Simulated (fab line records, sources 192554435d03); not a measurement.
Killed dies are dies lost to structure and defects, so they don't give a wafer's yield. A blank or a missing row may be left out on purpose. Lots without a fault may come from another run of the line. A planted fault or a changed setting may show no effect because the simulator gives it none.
Split-lot experiment | flow n5_finfet | 7 lots, 21 wafers read, on a route of 1938 steps

THE SPLIT
At N5_BEOL_M2_ILD_DEP_00 (deposits SiOC from DEMS/O2, target thk 79 nm, time 15.3 s), the setting time_s was moved away from the recipe's 15.3 s on 4 of the 21 wafers read, by +4.5% to +9.5%. The other wafers ran this setting at the recipe's value.

The file shows no step between the split and the reading.

THE READING
M2_ILD_THK, in nm, at N5_BEOL_M2_THK_MEAS_01. Fault-free wafers of this fab line usually give 78.8 nm, standard deviation 1.1 nm.

wafer  | tool, chamber at the split | time_s as run, s | against the recipe | M2_ILD_THK, nm | against lot-mates on the recipe
L075.1 | pecvd-02, 1                | 15.3             | recipe             | 79.4           | -
L075.4 | pecvd-02, 1                | 15.3             | recipe             | 80.7           | -
L075.6 | pecvd-02, 0                | 15.3             | recipe             | 80.9           | -
L079.1 | pecvd-03, 2                | 16.76            | +9.5%              | 84.0           | +6.4
L079.2 | pecvd-03, 1                | 16.76            | +9.5%              | 85.0           | +7.4
L079.5 | pecvd-03, 1                | 15.3             | recipe             | 77.6           | -
L084.3 | pecvd-02, 1                | 15.3             | recipe             | 78.5           | -
L084.4 | pecvd-02, 0                | 15.3             | recipe             | 80.0           | -
L084.6 | pecvd-02, 1                | 15.3             | recipe             | 80.2           | -
L085.2 | pecvd-04, 1                | 15.3             | recipe             | 77.0           | -
L085.5 | pecvd-04, 1                | 15.3             | recipe             | 77.5           | -
L085.6 | pecvd-04, 0                | 15.3             | recipe             | 79.3           | -
L086.2 | pecvd-04, 2,0              | 15.3             | recipe             | 77.5           | -
L086.3 | pecvd-04, 2,0              | 15.3             | recipe             | 77.6           | -
L086.5 | pecvd-04, 1                | 15.3             | recipe             | 77.9           | -
L088.2 | pecvd-04, 1                | 15.99            | +4.5%              | 80.2           | +1.6
L088.3 | pecvd-04, 0                | 15.99            | +4.5%              | 81.7           | +3.1
L088.4 | pecvd-04, 1                | 15.3             | recipe             | 78.6           | -
L090.2 | pecvd-03, 1                | 15.3             | recipe             | 78.3           | -
L090.4 | pecvd-03, 0,1              | 15.3             | recipe             | 79.1           | -
L090.6 | pecvd-03, 0,1              | 15.3             | recipe             | 79.1           | -
Where a row lists several chambers, the file gives one row for several wafers and doesn't say which wafer went through which chamber.

THE FIT
A straight line over all 21 wafers: M2_ILD_THK changes by +0.582 nm for each +1% of time_s; r = +0.85; the points scatter about the line by 1.1 nm.
The same after taking each lot's own level away (the mean of its wafers on the recipe; 21 wafers): +0.692 nm for each +1%; r = +0.95; scatter 0.7 nm.
On that fit, the largest move of time_s shifts the reading by 6.6 nm.
The lots' own levels span 77.60 to 80.33 nm, that is 2.5 times the standard deviation above.
So the lot-to-lot level changes the slope: the two fits differ.
Check: with one of the wafers moved furthest among these (+9.5%) left out of the fit, the line predicts +6.67 nm for it against its lot-mates. It came out at +6.4 nm against them.

OTHER SPLITS ON THESE WAFERS
These wafers also went through other splits before the reading. Each is held against what the fit with the lots' levels taken away leaves over:
other split on the same wafers    | wafers away from the commonest value | r with M2_ILD_THK (lot level and that fit taken away)
N5_BEOL_M0_SAQP_EXPOSE_37 dose_mj | 6                                    | -0.11
N5_BEOL_M0_SAQP_DESCUM_45 time_s  | 4                                    | +0.39
N5_BEOL_M1_COAT_22 spin_rpm       | 9                                    | +0.15
N5_BEOL_M1_ALD_98 ald_cycles      | 8                                    | +0.22
N5_BEOL_M1_DEP_57 time_s          | 6                                    | +0.07

THE WHOLE CHAIN: every reading that the file lists as answering this split, in the file's order
step                   | what it does                                              | reading                                                                            | change (the file's fit)               | r (the file's)
N5_BEOL_M2_ILD_DEP_00  | deposits SiOC from DEMS/O2, target thk 79 nm, time 15.3 s | SiOC_of_BEOL_M2_ILD_DEP_00.thk_nm (the simulator's own value, which no gauge read) | +0.684 nm for each +1% of the setting | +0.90
N5_BEOL_M2_THK_MEAS_01 |                                                           | M2_ILD_THK                                                                         | +0.686 for each +1% of the setting    | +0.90

THE FILE'S OWN FIT
M2_ILD_THK changes by +0.686 nm for each +1% of time_s, r = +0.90.
